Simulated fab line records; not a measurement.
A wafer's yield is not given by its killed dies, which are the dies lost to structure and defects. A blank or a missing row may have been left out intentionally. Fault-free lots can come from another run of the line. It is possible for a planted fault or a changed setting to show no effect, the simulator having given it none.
The tool behind it: which one? + flow n5_finfet + 10 lots with 30 wafers sampled at 4 steps, on a route of 1938 steps

WHAT THE GAUGES SHOWED, per wafer
N5_BEOL_M5_THK_MEAS_01.
| lot  | measured     | on            | M5_ILD_THK (nm)   |
|------|--------------|---------------|-------------------|
| L296 | day 8 00:35  | film_metro-02 | 119.9 120.2 121.8 |
| L297 | day 8 07:36  | film_metro-01 | 118.8 120.8 123.1 |
| L299 | day 9 02:56  | film_metro-01 | 122.3 123.2 121.3 |
| L300 | day 9 05:22  | film_metro-02 | 119.3 122.9 121.0 |
| L303 | day 10 01:33 | film_metro-02 | 119.4 119.2 119.8 |
| L306 | day 10 04:26 | film_metro-01 | 121.9 123.2 123.7 |
| L305 | day 10 19:25 | film_metro-01 | 121.5 122.3 122.2 |
| L312 | day 12 00:41 | film_metro-02 | 118.8 120.0 118.7 |
| L311 | day 12 00:56 | film_metro-01 | 118.6 118.7 120.6 |
| L315 | day 13 02:30 | film_metro-02 | 121.1 121.5 124.1 |

N5_BEOL_M5_OVL_MEAS_12.
| lot  | measured     | on         | M5_OVL (nm)    |
|------|--------------|------------|----------------|
| L296 | day 8 03:25  | overlay-01 | 0.4 -0.8 0.5   |
| L297 | day 8 11:01  | overlay-02 | 0.2 0.0 0.1    |
| L299 | day 9 04:04  | overlay-02 | -0.6 -0.5 -1.2 |
| L300 | day 9 06:47  | overlay-01 | -1.0 -0.4 -0.9 |
| L303 | day 10 03:25 | overlay-02 | -0.3 -1.1 -0.1 |
| L306 | day 10 07:21 | overlay-01 | 0.8 1.6 1.4    |
| L305 | day 10 22:19 | overlay-02 | 0.0 0.0 0.5    |
| L312 | day 12 02:20 | overlay-01 | 7.5 6.8 6.9    |
| L311 | day 12 02:26 | overlay-01 | 8.1 7.2 7.0    |
| L315 | day 13 03:12 | overlay-02 | -0.3 0.1 0.8   |

WHICH TOOL RAN EACH LOT (tool, then ch and the chambers of the sampled wafers, then the start)
| lot  | N5_BEOL_M5_PECVD_70             | N5_BEOL_M5_EXPOSE_08              |
|------|---------------------------------|-----------------------------------|
| L296 | pecvd-01 ch 0,1,2, day 8 00:37  | euv_scanner-01 ch 0, day 8 03:15  |
| L297 | pecvd-03 ch 1,2, day 8 07:38    | euv_scanner-01 ch 0, day 8 10:52  |
| L299 | pecvd-01 ch 0,1,2, day 9 02:58  | euv_scanner-01 ch 0, day 9 03:54  |
| L300 | pecvd-01 ch 0,1,2, day 9 05:24  | euv_scanner-01 ch 0, day 9 06:38  |
| L303 | pecvd-04 ch 0,1,2, day 10 01:35 | euv_scanner-02 ch 0, day 10 03:15 |
| L306 | pecvd-03 ch 0,1,2, day 10 04:29 | euv_scanner-02 ch 0, day 10 07:12 |
| L305 | pecvd-01 ch 0,1,2, day 10 19:27 | euv_scanner-01 ch 0, day 10 22:09 |
| L312 | pecvd-01 ch 0,1,2, day 12 00:44 | euv_scanner-01 ch 0, day 12 02:10 |
| L311 | pecvd-03 ch 0,1,2, day 12 00:58 | euv_scanner-01 ch 0, day 12 02:16 |
| L315 | pecvd-03 ch 0,1,2, day 13 02:32 | euv_scanner-02 ch 0, day 13 03:02 |
- N5_BEOL_M5_PECVD_70: deposits SiO2 from TEOS/O2, target thk 16 nm, time 18 s.
- N5_BEOL_M5_EXPOSE_08: exposes mask M5, target cd 28 nm.

WHAT THE TOOLS THEMSELVES READ (means of the sampled wafers that have a number; where no wafer has one, the mark that the record gives instead)
N5_BEOL_M5_PECVD_70.
| lot  | tool     | heater_power_w (W) | showerhead_plenum_p_Torr (Torr) | throttle_valve_pct (%) |
|------|----------|--------------------|---------------------------------|------------------------|
| L296 | pecvd-01 | 602                | 8.78                            | 22.0                   |
| L297 | pecvd-03 | 737                | 8.75                            | 22.2                   |
| L299 | pecvd-01 | 655                | 8.77                            | 22.0                   |
| L300 | pecvd-01 | 663                | 8.79                            | 22.0                   |
| L303 | pecvd-04 | 744                | 8.75                            | 21.2                   |
| L306 | pecvd-03 | 743                | 8.78                            | 22.8                   |
| L305 | pecvd-01 | 661                | 8.78                            | 22.1                   |
| L312 | pecvd-01 | 620                | 8.80                            | 22.3                   |
| L311 | pecvd-03 | 764                | 8.78                            | 22.7                   |
| L315 | pecvd-03 | 766                | 8.77                            | 23.0                   |

N5_BEOL_M5_EXPOSE_08.
| lot  | tool           | focus_offset_nm (nm) |
|------|----------------|----------------------|
| L296 | euv_scanner-01 | 0.2                  |
| L297 | euv_scanner-01 | -0.1                 |
| L299 | euv_scanner-01 | -0.1                 |
| L300 | euv_scanner-01 | -0.6                 |
| L303 | euv_scanner-02 | 0.3                  |
| L306 | euv_scanner-02 | 0.4                  |
| L305 | euv_scanner-01 | -0.3                 |
| L312 | euv_scanner-01 | -0.3                 |
| L311 | euv_scanner-01 | -0.1                 |
| L315 | euv_scanner-02 | 0.6                  |

THE ANSWER, worked out from the rows above alone
Rule: usual is defined by the lots themselves. Put in order of their means at a reading, lots are off if they are a third of the lots or fewer, leave a main group of 4 or more, and stand apart from it by a gap of 3 or more times the standard deviation of the main group's means; of several such gaps the widest counts. A main group whose means are all the same, to the digits that the tables above print for the reading, isn't used. Also off: a lot with no number at a reading for which 4 or more lots have one. Where the step has rows for the other lots, those lots are counted as sound. First the gauges in route order, then the tools' own readings, where a lot's mean is used as printed above. At the first step where some lot is off, the reading lying furthest off is the one used; lots without a number count as furthest.
Off: at N5_BEOL_M5_OVL_MEAS_12 (M5_OVL), L312, L311. The main group: mean -0.0 nm, standard deviation 0.62.
A tool fits if, at a process step before that reading, it ran every lot that is off, and no sound lot after the first of them. Those tools and the gauges at N5_BEOL_M5_OVL_MEAS_12 are tried in the same way. 2 tools fit, euv_scanner-01 at N5_BEOL_M5_EXPOSE_08 and overlay-01 at N5_BEOL_M5_OVL_MEAS_12, so this cannot tell which one it is.

WHAT HAD BEEN PUT IN BY THE SIMULATOR
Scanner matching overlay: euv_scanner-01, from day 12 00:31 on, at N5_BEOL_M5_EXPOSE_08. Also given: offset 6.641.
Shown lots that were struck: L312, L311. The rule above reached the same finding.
